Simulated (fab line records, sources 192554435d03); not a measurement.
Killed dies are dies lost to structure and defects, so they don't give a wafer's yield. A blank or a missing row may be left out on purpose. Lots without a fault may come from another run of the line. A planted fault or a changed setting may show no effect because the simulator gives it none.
Split-lot experiment | flow n5_finfet | 7 lots, 21 wafers read, on a route of 1938 steps

THE SPLIT
At N5_BEOL_M2_COAT_76 (time 60 s, resist thk 5 nm), the setting spin_rpm was moved away from the recipe's 1500 rpm on 2 of the 21 wafers read, by -8.8% to +8.3%. The other wafers ran this setting at the recipe's value.

FROM THE SPLIT TO THE READING: what the file shows between them, 1 step
- N5_BEOL_M2_DESCUM_33: chemistry O2, time 7 s (also split here: time_s)

THE READING
etch.depth_nm (the simulator's own value, which no gauge read), in nm, at N5_BEOL_M2_ETCH_77 (etches underlayer in N2/H2, target depth 6.5 nm, time 5.2 s). The file gives no usual value for it. The 19 wafers here that ran the recipe average 5.001 nm, standard deviation 0.015 nm.

wafer  | tool, chamber at the split | spin_rpm as run, rpm | against the recipe | etch.depth_nm, nm | against lot-mates on the recipe
L076.3 | litho_track-04, 0          | 1500                 | recipe             | 5.001             | -
L076.4 | litho_track-04, 0          | 1500                 | recipe             | 5.025             | -
L076.5 | litho_track-04, 0          | 1500                 | recipe             | 5                 | -
L079.1 | litho_track-02, 0          | 1500                 | recipe             | 4.978             | -
L079.5 | litho_track-02, 0          | 1624                 | +8.3%              | 4.789             | -0.200
L079.6 | litho_track-02, 0          | 1500                 | recipe             | 4.999             | -
L085.1 | litho_track-04, 0          | 1500                 | recipe             | 5.015             | -
L085.3 | litho_track-04, 0          | 1500                 | recipe             | 5.012             | -
L085.5 | litho_track-04, 0          | 1500                 | recipe             | 5.022             | -
L086.1 | litho_track-01, 0          | 1500                 | recipe             | 4.981             | -
L086.2 | litho_track-01, 0          | 1368                 | -8.8%              | 5.219             | +0.233
L086.3 | litho_track-01, 0          | 1500                 | recipe             | 4.991             | -
L087.3 | litho_track-02, 0          | 1500                 | recipe             | 5.007             | -
L087.4 | litho_track-02, 0          | 1500                 | recipe             | 5.014             | -
L087.5 | litho_track-02, 0          | 1500                 | recipe             | 5.003             | -
L088.3 | litho_track-01, 0          | 1500                 | recipe             | 4.969             | -
L088.4 | litho_track-01, 0          | 1500                 | recipe             | 4.987             | -
L088.5 | litho_track-01, 0          | 1500                 | recipe             | 4.983             | -
L089.1 | litho_track-01, 0          | 1500                 | recipe             | 5.012             | -
L089.4 | litho_track-01, 0          | 1500                 | recipe             | 5.007             | -
L089.5 | litho_track-01, 0          | 1500                 | recipe             | 5.015             | -

THE FIT
A straight line over all 21 wafers: etch.depth_nm changes by -0.0252 nm for each +1% of spin_rpm; r = -0.98; the points scatter about the line by 0.015 nm.
The same after taking each lot's own level away (the mean of its wafers on the recipe; 21 wafers): -0.0254 nm for each +1%; r = -0.99; scatter 0.0079 nm.
On that fit, the largest move of spin_rpm shifts the reading by 0.22 nm.
The lots' own levels span 4.9797 to 5.0163 nm, that is 2.4 times the standard deviation above.
So the lot-to-lot level changes the slope little: the two slopes agree.
Check: with one of the wafers moved furthest among these (-8.8%) left out of the fit, the line predicts +0.212 nm for it against its lot-mates. It came out at +0.233 nm against them.

OTHER SPLITS ON THESE WAFERS
These wafers also went through other splits before the reading. Each is held against what the fit with the lots' levels taken away leaves over:
other split on the same wafers   | wafers away from the commonest value | r with etch.depth_nm (lot level and that fit taken away)
N5_BEOL_M0_SAQP_COAT_82 spin_rpm | 8                                    | -0.02
N5_BEOL_M0_CUTY_COAT_51 spin_rpm | 8                                    | +0.04
N5_BEOL_M2_COAT_62 spin_rpm      | 4                                    | -0.07
N5_BEOL_M2_DESCUM_33 time_s      | 11                                   | +0.03

THE FILE'S OWN FIT
etch.depth_nm changes by -0.0254 nm for each +1% of spin_rpm, r = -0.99.
